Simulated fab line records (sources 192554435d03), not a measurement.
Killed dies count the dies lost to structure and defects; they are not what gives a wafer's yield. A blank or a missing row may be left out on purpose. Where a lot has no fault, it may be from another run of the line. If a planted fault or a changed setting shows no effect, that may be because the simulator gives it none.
Chamber matching + flow n5_finfet + rie_diel-05 running N5_DUMMY_GATE_ETCH_29: 4 sister chambers
The step etches underlayer in N2/H2, target depth 13 nm. 8 wafers are shown with their chamber, then 10 later ones without.

## EACH WAFER AND ITS CHAMBER
| wafer  | chamber | showerhead_plenum_p_Torr (Torr) | drypump_motor_current_A (A) |
|--------|---------|---------------------------------|-----------------------------|
| L080.1 | 3       | 2.51                            | 5.6                         |
| L080.3 | 2       | 2.64                            | 6.1                         |
| L080.5 | 0       | 2.55                            | 6.2                         |
| L084.1 | 1       | 2.50                            | 5.2                         |
| L084.4 | 1       | 2.50                            | 5.2                         |
| L084.5 | 2       | 2.63                            | 6.0                         |
| L091.1 | 3       | 2.50                            | 5.6                         |
| L091.4 | 0       | 2.54                            | 6.1                         |

## WAFERS WITHOUT THEIR CHAMBER
| wafer  | showerhead_plenum_p_Torr (Torr) | drypump_motor_current_A (A) |
|--------|---------------------------------|-----------------------------|
| L091.6 | 2.63                            | 6.0                         |
| L093.3 | 2.50                            | 5.6                         |
| L093.4 | 2.49                            | 5.2                         |
| L093.6 | 2.50                            | 5.6                         |
| L094.1 | 2.50                            | 5.6                         |
| L094.4 | 2.63                            | 6.0                         |
| L094.6 | 2.49                            | 5.2                         |
| L097.1 | 2.53                            | 6.1                         |
| L097.4 | 2.49                            | 5.2                         |
| L097.6 | 2.53                            | 6.2                         |

## WHICH CHAMBER EACH WENT THROUGH
| wafer  | from the rows above | in truth |
|--------|---------------------|----------|
| L091.6 | 2                   | 2        |
| L093.3 | 3                   | 3        |
| L093.4 | 1                   | 1        |
| L093.6 | 3                   | 3        |
| L094.1 | 3                   | 3        |
| L094.4 | 2                   | 2        |
| L094.6 | 1                   | 1        |
| L097.1 | 0                   | 0        |
| L097.4 | 1                   | 1        |
| L097.6 | 0                   | 0        |
Placed correctly: 10 of 10. Number that these rows cannot place: 0. Placed wrongly: 0.
How it was worked out, from the rows above alone: a wafer's distance from a chamber is the root of the sum, over the readings, of the square of ((its reading less the chamber's mean) divided by the reading's scatter). The wafer belongs to the nearest chamber; if the next one is less than 2 further off, it can't be placed. Each chamber's mean is taken over the wafers shown for it. How the scatter is found: for the shown wafers, subtract from each reading the mean of its chamber, square and add these, divide the total by (wafers less chambers), then take the root.
